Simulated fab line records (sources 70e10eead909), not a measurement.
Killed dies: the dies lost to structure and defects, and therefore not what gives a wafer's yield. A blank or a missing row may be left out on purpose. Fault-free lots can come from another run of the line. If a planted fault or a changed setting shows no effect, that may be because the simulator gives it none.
8D (eight disciplines) problem report, filled in by code    flow nandHarc    the parts of the form that need people (team, actions taken, sign-off) are left out

1. WHAT WENT WRONG
sort_bin_4_pct at NHARC_END_SORT_01 reads a mean of 30.3 % on 4 wafers of 2 lots; wafers without a fault read 4.6 % with a standard deviation of 1.5. That is +17 standard deviations from the usual mean.
Seen first at day 29 03:43 on prober-02, wafer L559.4. Wafers with a number at this step in the record: 19, from 7 lots. By rule, "out" or "out of limits" means more than 4 standard deviations away from the usual mean. The rest of the wafers with a number are treated as sound.

2. WHAT IT IS, WHAT IT ISN'T
question                     is                                                                                                                                       is not
which readings at this step  sort_bin_4_pct, defectLimitedYield, killedAtArray, killedDies, sort_bin_2_pct, sort_bin_3_pct, sortNPass, sortRimYieldPct, sortYieldPct  killedAtPeriphery, killedOpen, killedShort
which lots                   L556, L559                                                                                                                               L551, L552, L553, L554, L571
which wafers of those lots   L556.1, L556.4, L556.5, L559.4                                                                                                           L559.2, L559.3
read on which gauges         prober-02                                                                                                                                prober-01
when                         from day 29 03:43                                                                                                                        up to then (12 sound wafers); but 3 sound wafers of L571 came after

3. SUSPECTS, AND WHAT RULES EACH OUT
Counting: a tool at a process step up to the reading stays a suspect if it ran every lot that is out. Sound lots after the first of them don't rule it out here, since some wafers of a struck lot are sound.
- the gauge at NHARC_END_SORT_01: kept. All the wafers that are out were read on prober-02, and no step on other tools shows them out.
- ecdCu-02 at NHARC_A_M0_ECD_22 (material Cu, target thk 400 nm): kept. It processed each lot that is out (first: L556, day 27 11:17); up to then, its last sound lot is L554 (day 25 02:25).
- pecvd-04 at NHARC_THIN_TSV_DEP_47 (deposits SiO2, target thk 200 nm): kept. It processed each lot that is out (first: L556, day 28 13:16); up to then, its last sound lot is L552 (day 25 20:46).
- Within ecdCu-02 at NHARC_A_M0_ECD_22, the wafers that are out were processed in chamber 0 and their sound lot-mates in chamber 1.
The count leaves ecdCu-02 at NHARC_A_M0_ECD_22, pecvd-04 at NHARC_THIN_TSV_DEP_47, and prober-02 at NHARC_END_SORT_01.

4. THE CAUSE (what the simulator had put in)
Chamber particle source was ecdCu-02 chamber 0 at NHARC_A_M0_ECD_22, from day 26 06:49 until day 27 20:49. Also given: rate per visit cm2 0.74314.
Counting left 3 suspects, and this tool is among them.

5. SEQUENCE OF EFFECTS, ordered by route
Rows list readings where the struck wafers' mean (over those with a number) sits beyond 3 standard deviations from the usual. Scope: only readings with a usual standard deviation given in the record; hours: median across lots of the time from each lot's start at the first step in this table that gives one to its start at this step; sigmas: change in usual standard deviations.
hours  step               reading             usual   on struck wafers  change  sigmas
0      NHARC_END_SORT_01  defectLimitedYield  92.0 %  47.4              -44.6   -17
0      NHARC_END_SORT_01  killedAtArray       50      352               +302    +18
0      NHARC_END_SORT_01  killedDies          54      356               +302    +18
0      NHARC_END_SORT_01  sort_bin_2_pct      2.8 %   18.6              +15.8   +14
0      NHARC_END_SORT_01  sort_bin_3_pct      0.5 %   3.7               +3.2    +9.7
0      NHARC_END_SORT_01  sort_bin_4_pct      4.6 %   30.3              +25.7   +17
0      NHARC_END_SORT_01  sortNPass           623     321               -302    -18
0      NHARC_END_SORT_01  sortRimYieldPct     92 %    46                -46     -12
0      NHARC_END_SORT_01  sortYieldPct        92.0 %  47.4              -44.6   -17

6. WHAT WOULD HAVE CAUGHT IT SOONER
The first out-of-limits reading at a measuring or inspecting step in this record came at day 29 03:43, 69 hours after the fault's start at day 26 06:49.
An alarm limit of 4 standard deviations would not have fired on the tool readings at NHARC_A_M0_ECD_22 for which the record gives a usual standard deviation, since none of them was out on any struck wafer.
By day 29 03:43, every lot that is out (2) had started NHARC_A_M0_ECD_22 on ecdCu-02. Had the tool been put on hold then, not one of them would have been saved.
